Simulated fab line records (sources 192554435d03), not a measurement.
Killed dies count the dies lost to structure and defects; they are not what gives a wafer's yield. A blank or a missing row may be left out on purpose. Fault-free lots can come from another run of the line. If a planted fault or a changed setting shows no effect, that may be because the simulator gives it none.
The same fault as seen by 2 desks / flow n5Finfet / every desk sees just its own numbers, and what lay behind them comes last

== METROLOGY DESK ==
Lot by lot, what the gauges showed, no matter which tool ran the lot: averages of those sampled wafers that carry a number. If a lot's mean is further than 4 standard deviations from the usual mean, the lot is out of limits and carries the mark OUT (the distance appears in the brackets). Of its 12 readings 7 are shown: those that lie furthest out on some lot.
Columns: A = M2_OVL at N5_BEOL_M2_OVL_MEAS_12, usual -0.4 nm; B = IOFF_N at N5_BEOL_M4_RC_MEAS_101, usual 0.17 nA/um; C = IOFF_P at N5_BEOL_M4_RC_MEAS_101, usual 0.22 nA/um; D = ION_N at N5_BEOL_M4_RC_MEAS_101, usual 680 uA/um; E = ION_P at N5_BEOL_M4_RC_MEAS_101, usual 464 uA/um; F = VT_N at N5_BEOL_M4_RC_MEAS_101, usual 248.9 mV; G = VT_P at N5_BEOL_M4_RC_MEAS_101, usual -251 mV
lot=L505; first seen here=day 7 14:26; A=0.2; B=0.16; C=0.20; D=681; E=461; F=248.5; G=-253
lot=L509; first seen here=day 8 13:29; A=0.5; B=0.20; C=0.29; D=688; E=475; F=245.7; G=-245
lot=L510; first seen here=day 8 15:53; A=0.3; B=0.14; C=0.17; D=664; E=455; F=253.4; G=-257
lot=L511; first seen here=day 8 19:56; A=-1.4; B=0.16; C=0.21; D=681; E=467; F=249.9; G=-251
lot=L514; first seen here=day 9 20:28; A=-0.2; B=0.19; C=0.22; D=679; E=458; F=248.9; G=-252
lot=L515; first seen here=day 10 04:55; A=0.3; B=0.17; C=0.23; D=678; E=467; F=249.2; G=-250
lot=L518; first seen here=day 10 19:32; A=-0.3; B=0.21; C=0.22; D=688; E=463; F=245.9; G=-253
lot=L521; first seen here=day 12 02:41; A=-0.4; B=0.22; C=0.26; D=694; E=472; F=244.6; G=-248
lot=L522; first seen here=day 12 04:18; A=-0.6; B=0.16; C=0.21; D=672; E=465; F=251.0; G=-251
Finding of this desk: none of the 9 lots has anything out of limits.

== FOR THE TOOL OWNER'S DESK: rieDiel-01 ==
The tool's own readings at N5_BEOL_M2_ETCH_69 (etches SiARC in CF4, target depth 15.6 nm, time 26 s): means of the sampled wafers that have a number, for each lot that ran on this tool. If a lot's mean is further than 4 standard deviations from the usual mean, the lot is out of limits and carries the mark OUT (the distance appears in the brackets).
Columns: A = biasW at N5_BEOL_M2_ETCH_69, usual 35.99 W; B = drypumpMotorCurrentA at N5_BEOL_M2_ETCH_69, usual 5.5 A; C = etchRfOnTimeS at N5_BEOL_M2_ETCH_69, usual 25.9 s; D = oesProductAu at N5_BEOL_M2_ETCH_69, usual 0.68 a.u.; E = rfVppV at N5_BEOL_M2_ETCH_69, usual 184.5 V; F = showerheadPlenumPTorr at N5_BEOL_M2_ETCH_69, usual 2.18 Torr; G = throttleValvePct at N5_BEOL_M2_ETCH_69, usual 15.69 %
lot=L515; first seen here=day 10 06:01; A=35.90; B=5.1; C=25.9; D=0.61; E=185.0; F=2.21; G=15.86
lot=L518; first seen here=day 10 20:38; A=35.97; B=5.2; C=26.2; D=0.64; E=184.2; F=2.20; G=15.72
lot=L521; first seen here=day 12 03:53; A=33.61 (-25) OUT; B=5.5; C=26.7; D=0.61; E=176.7 (-7.1) OUT; F=2.19; G=15.73
lot=L522; first seen here=day 12 05:19; A=33.50 (-26) OUT; B=5.6; C=26.5; D=0.68; E=175.4 (-8.3) OUT; F=2.15; G=15.50
This desk's finding: out of limits on L521, L522; first on L521, day 12 03:53 (biasW at N5_BEOL_M2_ETCH_69). Within limits: L515, L518.

== ALL TOGETHER ==
On L521, L522, at day 12 03:53, an alarm was possible from the tool owner's desk.
Metrology desk: nothing out of limits seen.
The metrology desk has L521, L522 on record, within its limits.
The lots listed all ran N5_BEOL_M2_ETCH_69 on rieDiel-01.

== WHAT THE SIMULATOR HAD PUT IN ==
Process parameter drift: rieDiel-01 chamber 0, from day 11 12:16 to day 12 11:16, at N5_BEOL_M2_ETCH_69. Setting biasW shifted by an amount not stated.
Shown lots that were struck: L521, L522.
How many hours passed from the start of the fault until each desk's first out-of-limits reading: the tool owner's desk, 16.
